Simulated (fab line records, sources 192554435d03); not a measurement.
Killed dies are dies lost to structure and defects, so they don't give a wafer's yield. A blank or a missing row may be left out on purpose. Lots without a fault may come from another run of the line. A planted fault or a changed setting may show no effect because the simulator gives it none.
Split-lot experiment | flow n5_finfet | 7 lots, 21 wafers read, on a route of 1938 steps

THE SPLIT
At N5_BEOL_M4_COAT_73 (time 60 s, resist thk 5 nm), the setting spin_rpm was moved away from the recipe's 1500 rpm on 7 of the 21 wafers read, by -7.7% to +4.7%. The other wafers ran this setting at the recipe's value.

FROM THE SPLIT TO THE READING: what the file shows between them, 5 steps
- N5_BEOL_M4_EXPOSE_08: exposes mask M4 (also split here: dose_mj)
- N5_BEOL_M4_PEB_09: peb time 60 s
- N5_BEOL_M4_DEVELOP_10: develop time 30 s
- N5_BEOL_M4_CD_MEAS_11: target cd 16.79 nm
- N5_BEOL_M4_DESCUM_16: chemistry O2, time 7 s

THE READING
etch.depth_nm (the simulator's own value, which no gauge read), in nm, at N5_BEOL_M4_ETCH_74 (etches underlayer in N2/H2, target depth 6.5 nm, time 5.2 s). The file gives no usual value for it. The 14 wafers here that ran the recipe average 5.007 nm, standard deviation 0.013 nm.

wafer  | tool, chamber at the split | spin_rpm as run, rpm | against the recipe | etch.depth_nm, nm | against lot-mates on the recipe
L081.1 | litho_track-02, 0          | 1399                 | -6.7%              | 5.194             | +0.181
L081.3 | litho_track-02, 0          | 1399                 | -6.7%              | 5.193             | +0.180
L081.4 | litho_track-02, 0          | 1500                 | recipe             | 5.013             | -
L080.2 | litho_track-03, 0          | 1500                 | recipe             | 4.997             | -
L080.4 | litho_track-03, 0          | 1500                 | recipe             | 5.001             | -
L080.6 | litho_track-03, 0          | 1563                 | +4.2%              | 4.896             | -0.103
L082.2 | litho_track-02, 0          | 1500                 | recipe             | 5.015             | -
L082.3 | litho_track-02, 0          | 1500                 | recipe             | 5.032             | -
L082.5 | litho_track-02, 0          | 1550                 | +3.3%              | 4.944             | -0.080
L088.1 | litho_track-05, 0          | 1500                 | recipe             | 5.015             | -
L088.3 | litho_track-05, 0          | 1500                 | recipe             | 5.019             | -
L088.5 | litho_track-05, 0          | 1500                 | recipe             | 5.008             | -
L091.2 | litho_track-05, 0          | 1384                 | -7.7%              | 5.229             | +0.214
L091.3 | litho_track-05, 0          | 1500                 | recipe             | 5.015             | -
L091.4 | litho_track-05, 0          | 1384                 | -7.7%              | 5.224             | +0.209
L094.1 | litho_track-03, 0          | 1500                 | recipe             | 4.985             | -
L094.3 | litho_track-03, 0          | 1500                 | recipe             | 4.984             | -
L094.5 | litho_track-03, 0          | 1500                 | recipe             | 4.993             | -
L097.3 | litho_track-02, 0          | 1500                 | recipe             | 5.013             | -
L097.4 | litho_track-02, 0          | 1500                 | recipe             | 5.014             | -
L097.6 | litho_track-02, 0          | 1571                 | +4.7%              | 4.887             | -0.127

THE FIT
A straight line over all 21 wafers: etch.depth_nm changes by -0.0271 nm for each +1% of spin_rpm; r = -0.99; the points scatter about the line by 0.013 nm.
The same after taking each lot's own level away (the mean of its wafers on the recipe; 21 wafers): -0.0267 nm for each +1%; r = -1.00; scatter 0.0049 nm.
On that fit, the largest move of spin_rpm shifts the reading by 0.21 nm.
The lots' own levels span 4.9873 to 5.0235 nm, that is 2.7 times the standard deviation above.
So the lot-to-lot level changes the slope little: the two slopes agree.
Check: with one of the wafers moved furthest among these (-7.7%) left out of the fit, the line predicts +0.206 nm for it against its lot-mates. It came out at +0.214 nm against them.

OTHER SPLITS ON THESE WAFERS
These wafers also went through other splits before the reading. Each is held against what the fit with the lots' levels taken away leaves over:
other split on the same wafers       | wafers away from the commonest value | r with etch.depth_nm (lot level and that fit taken away)
N5_MOL_CONTACT_COAG_COAT_58 spin_rpm | 9                                    | -0.18
N5_MOL_CONTACT_COAG_COAT_64 spin_rpm | 6                                    | -0.15
N5_BEOL_M0_ETCH_109 bias_w           | 5                                    | -0.08
N5_BEOL_M1_ETCH_64 bias_w            | 5                                    | -0.09
N5_BEOL_M2_ETCH_64 source_w          | 8                                    | +0.04
N5_BEOL_M2_COAT_22 spin_rpm          | 6                                    | -0.13
N5_BEOL_M4_EXPOSE_08 dose_mj         | 7                                    | -0.18

THE FILE'S OWN FIT
etch.depth_nm changes by -0.0265 nm for each +1% of spin_rpm, r = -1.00.
